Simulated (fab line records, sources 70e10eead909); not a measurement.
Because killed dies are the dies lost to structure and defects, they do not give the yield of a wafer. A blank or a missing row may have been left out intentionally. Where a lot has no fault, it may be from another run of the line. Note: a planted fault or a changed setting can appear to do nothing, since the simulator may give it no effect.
Struck lot and sound lot, side by side | flow nand harc | 33 steps out of a route of 1159
Sound: wafers L313.1, L313.2, L313.3. Wafers struck: L318.2, L318.4, L318.5. At the end, the cause is stated.
For every step that has rows: the tool of each side, followed by ch and its chambers, followed by its first start. Under that, the readings that differ: sound wafers | struck wafers | difference of the means | sigmas: that difference in standard deviations of wafers without a fault.
alike: readings whose means differ by less than 2 such deviations, and words and numbers that are the same on both sides. not compared: withheld readings, readings that some wafer has no value for, bounds like >300 that may hide the same value, and numbers for which the record gives no deviation and whose values overlap.
Wherever a step has rows on one side only, a row that says differs or no value, or a row with sigmas, the two part there. When numbers do not overlap yet have no deviation, they are printed without sigmas and do not part them. Lack of a reading on every wafer of one side parts them only where that side has two or more wafers.

first, 9 steps without rows for these wafers: NHARC_A_M1_DESCUM_14 (chemistry O2, time 3 s); NHARC_A_M1_ETCH_35 (etches the open film in N2/H2, target depth 40 nm, overetch 12 nm, time 43.94 s); NHARC_A_M1_ETCH_15 (etches the open film in C4F8/Ar, target depth 182.5 nm, time 91.2 s); NHARC_A_M1_STRIP_18 (strips in N2/H2); NHARC_A_M1_ETCH_28 (etches the open film in CF4/N2, target depth 30 nm, time 72.99 s); NHARC_A_M1_STRIP_19 (strips in post etch residue remover, time 600 s); NHARC_A_M1_DEGAS_29 (time 60 s); NHARC_A_M1_PRE_CLEAN_30 (time 30 s); NHARC_A_M1_PVD_20 (deposits TaN, target thk 5 nm, time 8.06 s).
NHARC_A_M1_PVD_21: deposits Cu, target thk 30 nm, time 20.49 s.
  sound: pvd sputter-03 at day 19 14:16; struck: pvd sputter-03 at day 22 12:37
  alike: throttle valve pct
then, 22 steps without rows for these wafers: NHARC_A_M1_ECD_22 (material Cu, target thk 400 nm); NHARC_A_M1_ANNEAL_31 (time 90 s); NHARC_A_M1_CMP_23 (polishes, t overpolish 20 s, target thk 154.34 nm); NHARC_A_M1_SRD_25; NHARC_A_M1_PRE_CLEAN_32 (time 12 s); NHARC_A_M1_DEP_33 (deposits SiCN, target thk 30 nm); NHARC_A_BONDPAD_DEP_00 (deposits SiCN, target thk 250 nm); NHARC_A_BONDPAD_CMP_29 (polishes SiCN, target thk 200 nm); NHARC_A_BONDPAD_SRD_31; NHARC_A_BONDPAD_DEHYDRATE_01 (time 120 s); NHARC_A_BONDPAD_HMDS_02 (time 30 s); NHARC_A_BONDPAD_COAT_33 (time 65 s); NHARC_A_BONDPAD_COAT_03 (resist thk 600 nm); NHARC_A_BONDPAD_SOFTBAKE_04 (time 70 s); NHARC_A_BONDPAD_EBR_05; NHARC_A_BONDPAD_EXPOSE_06 (exposes mask A BPAD); NHARC_A_BONDPAD_PEB_07 (peb time 80 s); NHARC_A_BONDPAD_DEVELOP_08 (time 50 s); NHARC_A_BONDPAD_HARDBAKE_10 (time 65 s); NHARC_A_BONDPAD_DESCUM_11 (chemistry O2, time 3 s); NHARC_A_BONDPAD_ETCH_34 (etches the open film in N2/H2, target depth 60 nm, overetch 18 nm, time 65.91 s); NHARC_A_BONDPAD_ETCH_12 (etches the open film in CHF3/O2, target depth 220 nm, time 110 s).
NHARC_END_SORT_01:
  here the record holds rows for the struck wafers (prober-01 ch 0, day 24 10:33) but none for the sound ones

## WHERE THEY PART
At NHARC_END_SORT_01 and nowhere else, as far as this record goes.

WHY: the cause the simulator had injected
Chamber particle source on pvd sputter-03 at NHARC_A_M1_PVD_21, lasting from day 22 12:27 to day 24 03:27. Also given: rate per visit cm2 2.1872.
